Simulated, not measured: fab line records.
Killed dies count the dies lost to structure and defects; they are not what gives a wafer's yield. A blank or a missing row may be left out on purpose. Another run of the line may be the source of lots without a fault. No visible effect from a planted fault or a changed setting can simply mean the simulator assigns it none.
Comparing a struck lot with a sound one ; flow nandHarc ; 18 steps out of a route of 1159
Sound: the wafers L512.1, L512.4, L512.6. Wafers L525.1, L525.4, L525.5 were the ones struck. The cause is named last.
At each step with rows: each side's tool, then ch and its chambers, then its first start. Under that, the readings that differ: sound wafers ; struck wafers ; difference of the means ; sigmas: that difference in standard deviations of wafers without a fault.
alike: readings whose means differ by less than 2 such deviations, and words and numbers that are the same on both sides. not compared: withheld readings, readings that some wafer has no value for, bounds like >300 that may hide the same value, and numbers for which the record gives no deviation and whose values overlap.
A row with sigmas, a row that says differs or no value, or rows on one side alone: a step with any of these is where the two part. Numbers that have no deviation but don't overlap get no sigmas and don't part them. Lack of a reading on every wafer of one side parts them only where that side has two or more wafers.

NHARC_A_CONTACT_CVD_19: deposits W, target thk 300 nm, time 802 s.
  sound on cvdW-02 ch 0,1; struck on cvdW-02 ch 1
  alike: heaterPowerW, throttleValvePct
NHARC_A_CONTACT_CMP_20: polishes, t overpolish 30 s, target thk 300 nm.
  sound on cmp-04 ch 1,3, day 18 08:31; struck on cmp-03 ch 1,3, day 21 16:38
  alike: motorCurrentA, overpolishRunS, timeToEndpointS
then, 1 step without rows for these wafers: NHARC_A_CONTACT_SRD_22.
NHARC_A_CONTACT_INSPECT_23:
  sound on defectInspect-02, day 18 08:54; struck on defectInspect-02, day 21 17:01
  alike: rawDefectCount
then, 7 steps without rows for these wafers: NHARC_A_BLC_DEHYDRATE_00 (time 120 s); NHARC_A_BLC_HMDS_01 (time 30 s); NHARC_A_BLC_COAT_02 (time 75 s); NHARC_A_BLC_COAT_03 (time 65 s); NHARC_A_BLC_COAT_04 (resist thk 90 nm); NHARC_A_BLC_SOFTBAKE_05 (time 55 s); NHARC_A_BLC_EBR_06.
NHARC_A_BLC_EXPOSE_07: exposes mask A BLC, target cd 100 nm.
  sound on arfiScanner-02 ch 0, day 18 09:08; struck on arfiScanner-01 ch 0, day 21 17:23
reading;sound;struck;difference;sigmas
model.A_BLC.overlayXNm (nm);-0.5868 -0.5868 -0.5868;4.311 4.311 4.311;+4.898;
  alike: mask, exposureDoseMJCm2
then, 2 steps without rows for these wafers: NHARC_A_BLC_PEB_08 (peb time 65 s); NHARC_A_BLC_DEVELOP_09 (develop time 35 s).
NHARC_A_BLC_CD_MEAS_10: target cd 100 nm.
  sound on cdSem-01 ch 0, day 18 09:17; struck on cdSem-02 ch 0, day 21 17:31
  alike: cdNm
NHARC_A_BLC_OVL_MEAS_11:
  sound on overlay-02, day 18 09:22; struck on overlay-02, day 21 17:37
reading;sound;struck;difference;sigmas
overlayXNm (nm);-0.5 -0.8 -0.8;4.3 4.4 4.4;+5.1;+6
  alike: overlayYNm
NHARC_A_BLC_INSPECT_12:
  sound on defectInspect-02, day 18 09:25; struck on defectInspect-01, day 21 17:39
  alike: rawDefectCount
-- the record jumps here: 2 days lie between the struck wafers' starts before and after (it left off in module A_BLC and takes up again in module END, whose first step shown is number 1159 of the route) --
NHARC_END_SORT_01:
  sound on prober-01 ch 0, day 20 07:44; struck on prober-01 ch 0, day 24 05:22
  alike: killedAtArray, killedAtOther, killedAtPeriphery, killedDies, killedOpen, killedShort

## WHERE THEY PART
At NHARC_A_BLC_OVL_MEAS_11 and nowhere else, as far as this record goes. Later steps at which nothing parts them and some readings are alike: NHARC_A_BLC_INSPECT_12, NHARC_END_SORT_01.

WHY: what had been put in by the simulator
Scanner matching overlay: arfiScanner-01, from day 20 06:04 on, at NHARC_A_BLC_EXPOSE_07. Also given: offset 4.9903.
